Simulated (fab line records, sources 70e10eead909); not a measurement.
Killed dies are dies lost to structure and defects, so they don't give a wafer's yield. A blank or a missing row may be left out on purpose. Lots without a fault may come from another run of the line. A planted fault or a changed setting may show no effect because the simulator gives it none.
Chamber matching | flow nand_harc | NHARC_A_WL_FILL_ALD_00 on ald_hk-03: 4 sister chambers
The step deposits Al2O3, target thk 3 nm, pulse time 3 s, ald cycles 30. 14 wafers are shown with their chamber, then 7 later ones without.

WAFERS WITH THEIR CHAMBER
wafer  | chamber | heater_power_outer_w (W) | heater_power_w (W) | precursor_pulse_height_rel
L084.1 | 1       | 267                      | 454                | 0.997
L084.5 | 2       | 242                      | 444                | 0.994
L084.6 | 1       | 271                      | 454                | 1.013
L088.2 | 3       | 298                      | 503                | 1.008
L088.5 | 2       | 234                      | 449                | 1.027
L088.6 | 3       | 302                      | 495                | 1.004
L087.2 | 2       | 235                      | 458                | 0.977
L087.3 | 1       | 269                      | 448                | 1.006
L087.4 | 3       | 297                      | 505                | 1.000
L091.2 | 0       | 299                      | 576                | 1.009
L091.3 | 2       | 237                      | 453                | 1.010
L091.4 | 3       | 298                      | 486                | 0.996
L092.1 | 1       | 269                      | 460                | 0.974
L092.2 | 3       | 300                      | 500                | 1.008

SIGNATURES (means of the wafers above)
reading                    | chamber 0 | chamber 1 | chamber 2 | chamber 3 | scatter within a chamber
heater_power_outer_w       | 299.00    | 269.00    | 237.00    | 299.00    | 2.49
heater_power_w             | 576.00    | 454.00    | 451.00    | 497.80    | 6.39
precursor_pulse_height_rel | 1.00900   | 0.99750   | 1.00200   | 1.00320   | 0.0153
Rule: a wafer's distance from a chamber is the root of the sum, over the readings, of the square of ((its reading less the chamber's mean) divided by the reading's scatter). The wafer belongs to the nearest chamber; if the next one is less than 2 further off, it can't be placed. The scatter: the root of (the sum of the squares of (reading less its chamber's mean) over the shown wafers, divided by (wafers less chambers)).

WAFERS WITHOUT THEIR CHAMBER
wafer  | heater_power_outer_w (W) | heater_power_w (W) | precursor_pulse_height_rel
L092.5 | 270                      | 457                | 0.980
L093.2 | 300                      | 494                | 1.018
L093.4 | 266                      | 452                | 0.962
L093.5 | 263                      | 459                | 1.010
L097.2 | 292                      | 501                | 1.006
L097.3 | 305                      | 588                | 0.972
L097.4 | 242                      | 464                | 0.986

WHICH CHAMBER EACH WENT THROUGH
wafer  | from the rows above | in truth
L092.5 | 1                   | 1
L093.2 | 3                   | 3
L093.4 | 1                   | 1
L093.5 | 1                   | 1
L097.2 | 3                   | 3
L097.3 | 0                   | 0
L097.4 | 2                   | 2
Placed correctly: 7 of 7. Can't be placed from these rows: 0. Placed wrongly: 0.
